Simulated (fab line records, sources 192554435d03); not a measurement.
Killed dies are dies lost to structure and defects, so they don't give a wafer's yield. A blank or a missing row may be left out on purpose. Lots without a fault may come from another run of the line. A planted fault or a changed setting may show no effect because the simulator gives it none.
Chamber matching | flow n5_finfet | N5_BEOL_M0_CUTY_DESCUM_61 on rie_diel-04: 4 sister chambers
The step chemistry O2, time 7.9 s. 24 wafers are shown with their chamber, then 12 later ones without.

WAFERS WITH THEIR CHAMBER
wafer  | chamber | drypump_motor_current_A (A) | oes_product_au (a.u.) | throttle_valve_pct (%)
L074.1 | 0       | 6.1                         | 0.69                  | 20.57
L074.3 | 1       | 5.6                         | 0.95                  | 20.51
L074.5 | 1       | 5.6                         | 0.94                  | 20.50
L075.2 | 2       | 5.1                         | 0.72                  | 20.45
L075.4 | 1       | 5.5                         | 0.94                  | 20.52
L075.5 | 2       | 5.2                         | 0.72                  | 20.45
L076.1 | 0       | 6.1                         | 0.69                  | 20.57
L076.2 | 3       | 5.1                         | 0.71                  | 20.62
L076.3 | 1       | 5.6                         | 0.93                  | 20.50
L076.4 | 2       | 5.2                         | 0.72                  | 20.43
L076.5 | 1       | 5.5                         | 0.95                  | 20.52
L076.6 | 0       | 6.1                         | 0.69                  | 20.56
L078.4 | 0       | 6.1                         | 0.68                  | 20.57
L078.5 | 3       | 5.2                         | 0.71                  | 20.63
L078.6 | 2       | 5.2                         | 0.71                  | 20.48
L082.1 | 2       | 5.2                         | 0.70                  | 20.47
L082.3 | 1       | 5.6                         | 0.91                  | 20.53
L082.6 | 1       | 5.6                         | 0.91                  | 20.54
L086.3 | 1       | 5.6                         | 0.89                  | 20.54
L086.5 | 1       | 5.6                         | 0.89                  | 20.55
L086.6 | 0       | 6.1                         | 0.99                  | 20.22
L087.2 | 0       | 6.1                         | 0.97                  | 20.23
L087.4 | 1       | 5.6                         | 0.90                  | 20.55
L087.6 | 0       | 6.1                         | 0.97                  | 20.24

SIGNATURES (means of the wafers above)
reading                 | chamber 0 | chamber 1 | chamber 2 | chamber 3 | scatter within a chamber
drypump_motor_current_A | 6.100     | 5.580     | 5.180     | 5.150     | 0.0381
oes_product_au          | 0.8114    | 0.9210    | 0.7140    | 0.7100    | 0.0863
throttle_valve_pct      | 20.4229   | 20.5260   | 20.4560   | 20.6250   | 0.1
Rule: a wafer's distance from a chamber is the root of the sum, over the readings, of the square of ((its reading less the chamber's mean) divided by the reading's scatter). The wafer belongs to the nearest chamber; if the next one is less than 2 further off, it can't be placed. The scatter: the root of (the sum of the squares of (reading less its chamber's mean) over the shown wafers, divided by (wafers less chambers)).

WAFERS WITHOUT THEIR CHAMBER
wafer  | drypump_motor_current_A (A) | oes_product_au (a.u.) | throttle_valve_pct (%)
L090.3 | 5.2                         | 0.68                  | 20.51
L090.5 | 6.1                         | 0.95                  | 20.24
L090.6 | 5.5                         | 0.88                  | 20.56
L091.1 | 6.1                         | 0.94                  | 20.25
L091.2 | 5.1                         | 0.68                  | 20.51
L091.3 | 5.5                         | 0.88                  | 20.57
L094.1 | 5.2                         | 0.69                  | 20.51
L094.5 | 5.1                         | 1.02                  | 20.30
L094.6 | 6.1                         | 0.93                  | 20.27
L097.3 | 5.2                         | 0.67                  | 20.52
L097.4 | 5.1                         | 0.96                  | 20.32
L097.5 | 5.2                         | 0.67                  | 20.51

WHICH CHAMBER EACH WENT THROUGH
wafer  | from the rows above     | in truth
L090.3 | can't be placed: 2 or 3 | 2
L090.5 | 0                       | 0
L090.6 | 1                       | 1
L091.1 | 0                       | 0
L091.2 | can't be placed: 3 or 2 | 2
L091.3 | 1                       | 1
L094.1 | can't be placed: 2 or 3 | 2
L094.5 | can't be placed: 2 or 3 | 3
L094.6 | 0                       | 0
L097.3 | can't be placed: 2 or 3 | 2
L097.4 | can't be placed: 2 or 3 | 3
L097.5 | can't be placed: 2 or 3 | 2
Placed correctly: 5 of 12. Can't be placed from these rows: 7 (the true chamber is among the candidates in 7). Placed wrongly: 0.
